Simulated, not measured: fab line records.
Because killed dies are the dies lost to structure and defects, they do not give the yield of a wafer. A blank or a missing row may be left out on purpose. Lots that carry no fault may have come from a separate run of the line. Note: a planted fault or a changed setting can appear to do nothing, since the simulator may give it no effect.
Chamber matching + flow nandHarc + pecvd-02 running NHARC_A_STAIRCASE_DEP_156: 3 sister chambers
The step deposits SiNx, target thk 50 nm. 6 wafers are shown with their chamber, then 10 later ones without.

== WAFERS WITH THEIR CHAMBER ==
| wafer  | chamber | heaterPowerW (W) | rfFwdPowerW (W) |
|--------|---------|------------------|-----------------|
| L089.5 | 2       | 840              | 446.5           |
| L093.2 | 0       | 741              | 447.9           |
| L093.3 | 1       | 717              | 446.1           |
| L093.4 | 2       | 993              | 449.4           |
| L094.4 | 0       | 682              | 447.2           |
| L094.5 | 1       | 681              | 443.9           |

== WAFERS WITH NO CHAMBER GIVEN ==
| wafer  | heaterPowerW (W) | rfFwdPowerW (W) |
|--------|------------------|-----------------|
| L094.6 | 1009             | 446.6           |
| L095.2 | 744              | 446.9           |
| L095.5 | 900              | 446.2           |
| L095.6 | 725              | 448.3           |
| L097.3 | 613              | 445.8           |
| L097.4 | 995              | 449.5           |
| L097.6 | 623              | 446.8           |
| L096.3 | 910              | 446.1           |
| L096.4 | 644              | 447.3           |
| L096.5 | 908              | 445.0           |

== CHAMBER TAKEN BY EACH ==
| wafer  | from the rows above          | in truth |
|--------|------------------------------|----------|
| L094.6 | 2                            | 2        |
| L095.2 | can't be placed: 0 or 1 or 2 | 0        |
| L095.5 | can't be placed: 2 or 0 or 1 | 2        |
| L095.6 | can't be placed: 0 or 1      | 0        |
| L097.3 | can't be placed: 1 or 0      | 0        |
| L097.4 | 2                            | 2        |
| L097.6 | can't be placed: 0 or 1      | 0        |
| L096.3 | can't be placed: 2 or 0 or 1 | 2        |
| L096.4 | can't be placed: 0 or 1      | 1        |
| L096.5 | can't be placed: 2 or 1 or 0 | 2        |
Correct placement for 2 of the 10. Not placeable from these rows: 8 (in 8, the candidates include the true chamber). 0 placed wrongly.
How it was worked out, from the rows above alone: a wafer's distance from a chamber is the root of the sum, over the readings, of the square of ((its reading less the chamber's mean) divided by the reading's scatter). If the next closest chamber is less than 2 further off than the closest, the wafer can't be placed; otherwise it belongs to the closest. For every chamber, the mean is computed from those of its wafers that are shown. How the scatter is found: for the shown wafers, subtract from each reading the mean of its chamber, square and add these, divide the total by (wafers less chambers), then take the root.
